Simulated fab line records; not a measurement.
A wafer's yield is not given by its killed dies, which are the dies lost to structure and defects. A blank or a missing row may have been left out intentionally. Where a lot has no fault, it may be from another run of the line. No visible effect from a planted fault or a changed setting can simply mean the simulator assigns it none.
Split-lot experiment -- flow n5 finfet -- on a route of 1938 steps: 7 lots, 21 wafers read

## ABOUT THE SPLIT
At N5_BEOL_M2_DESCUM_33 (chemistry O2, time 7 s), the setting time s was moved away from the recipe's 7 s on 8 of the 21 wafers read, by -21.5% to +12.7%. This setting was run at the recipe's value on the other wafers.

## FROM SPLIT TO READING: 1 step shown by the file between the two
- N5_BEOL_M2_ETCH_77: etches underlayer in N2/H2, target depth 6.5 nm, time 5.2 s

## THE READING
CAR-EUV_of_BEOL_M2_COAT_22.thk nm (the simulator's own value, which no gauge read), in nm, at N5_BEOL_M2_ETCH_69 (etches SiARC in CF4, target depth 15.6 nm, time 26 s). The file does not state a usual value for it. Across the 13 wafers here that went through the recipe, the average is 11.1 nm and the standard deviation 0.12 nm.

wafer,"tool, chamber at the split","time s as run, s",against the recipe,"CAR-EUV_of_BEOL_M2_COAT_22.thk nm, nm",against lot-mates on the recipe
L077.1,"rie diel-04, 3,0",6.437,-8.0%,11.4,+0.2
L077.5,"rie diel-04, 3,0",6.437,-8.0%,11.4,+0.2
L077.3,"rie diel-04, 0",7,recipe,11.2,-
L082.1,"rie diel-03, 0,1,3",7,recipe,11.2,-
L082.5,"rie diel-03, 0,1,3",7,recipe,11.2,-
L082.3,"rie diel-03, 0,1,3",7,recipe,11.4,-
L087.2,"rie diel-06, 0,2",7,recipe,11.2,-
L087.5,"rie diel-06, 0,2",7,recipe,11.2,-
L087.3,"rie diel-06, 3",5.492,-21.5%,12,+0.8
L092.3,"rie diel-06, 1",7.889,+12.7%,10.8,no lot-mate on the recipe
L092.4,"rie diel-06, 2,1",7.889,+12.7%,10.8,no lot-mate on the recipe
L092.6,"rie diel-06, 2,1",7.889,+12.7%,10.6,no lot-mate on the recipe
L094.1,"rie diel-06, 0,3",7,recipe,11,-
L094.4,"rie diel-06, 0,3",7,recipe,11,-
L094.3,"rie diel-06, 2",7,recipe,11.2,-
L095.1,"rie diel-06, 1",7,recipe,11,-
L095.2,"rie diel-06, 2,3",5.889,-15.9%,11.6,+0.6
L095.3,"rie diel-06, 2,3",5.889,-15.9%,11.8,+0.8
L097.3,"rie diel-04, 3,2,3",7,recipe,11,-
L097.4,"rie diel-04, 3,2,3",7,recipe,11,-
L097.6,"rie diel-04, 3,2,3",7,recipe,11,-
Where a row lists several chambers, the file gives one row for several wafers and doesn't say which wafer went through which chamber.

FIT RESULTS
A straight line over all 21 wafers: CAR-EUV_of_BEOL_M2_COAT_22.thk nm changes by -0.0354 nm for each +1% of time s; r = -0.94; the points scatter about the line by 0.12 nm.
The same after taking each lot's own level away (the mean of its wafers on the recipe; 18 wafers): -0.0393 nm for each +1%; r = -0.96; scatter 0.084 nm.
The reading moves by 0.85 nm for the largest change in time s, on that fit.
Across the lots, their own levels run from 11.00 to 11.27 nm, a range of 2.1 times the standard deviation given above.
The two slopes are in agreement: the lot-to-lot level therefore moves the slope only a little.
Check: with one of the wafers moved furthest among these (-21.5%) left out of the fit, the line predicts +0.871 nm for it against its lot-mates. Against them it came out at +0.8 nm.

## FURTHER SPLITS ON THESE WAFERS
Note: prior to the reading, these wafers also went through further splits. Each is held against what the fit with the lots' levels taken away leaves over:
other split on the same wafers,wafers away from the commonest value,r with CAR-EUV_of_BEOL_M2_COAT_22.thk nm (lot level and that fit taken away)
N5_BEOL_M1_COAT_61 spin rpm,6,+0.03
N5_BEOL_M1_ETCH_77 source w,10,+0.30
N5_BEOL_M1_TRENCH_ETCH_37 bias w,4,+0.20

## THE WHOLE CHAIN: every reading that the file lists as answering this split, in the file's order
step,what it does,reading,change (the file's fit),r (the file's)
N5_BEOL_M2_DESCUM_33,"chemistry O2, time 7 s","CAR-EUV_of_BEOL_M2_COAT_22.thk nm (the simulator's own value, which no gauge read)",-0.0363 nm for each +1% of the setting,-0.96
N5_BEOL_M2_ETCH_77,"etches underlayer in N2/H2, target depth 6.5 nm, time 5.2 s","CAR-EUV_of_BEOL_M2_COAT_22.thk nm (the simulator's own value, which no gauge read)",-0.0343 nm for each +1% of the setting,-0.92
N5_BEOL_M2_ETCH_69,"etches SiARC in CF4, target depth 15.6 nm, time 26 s","CAR-EUV_of_BEOL_M2_COAT_22.thk nm (the simulator's own value, which no gauge read)",-0.0384 nm for each +1% of the setting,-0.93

## FILE'S OWN FIT
CAR-EUV_of_BEOL_M2_COAT_22.thk nm changes by -0.0384 nm for each +1% of time s, r = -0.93.
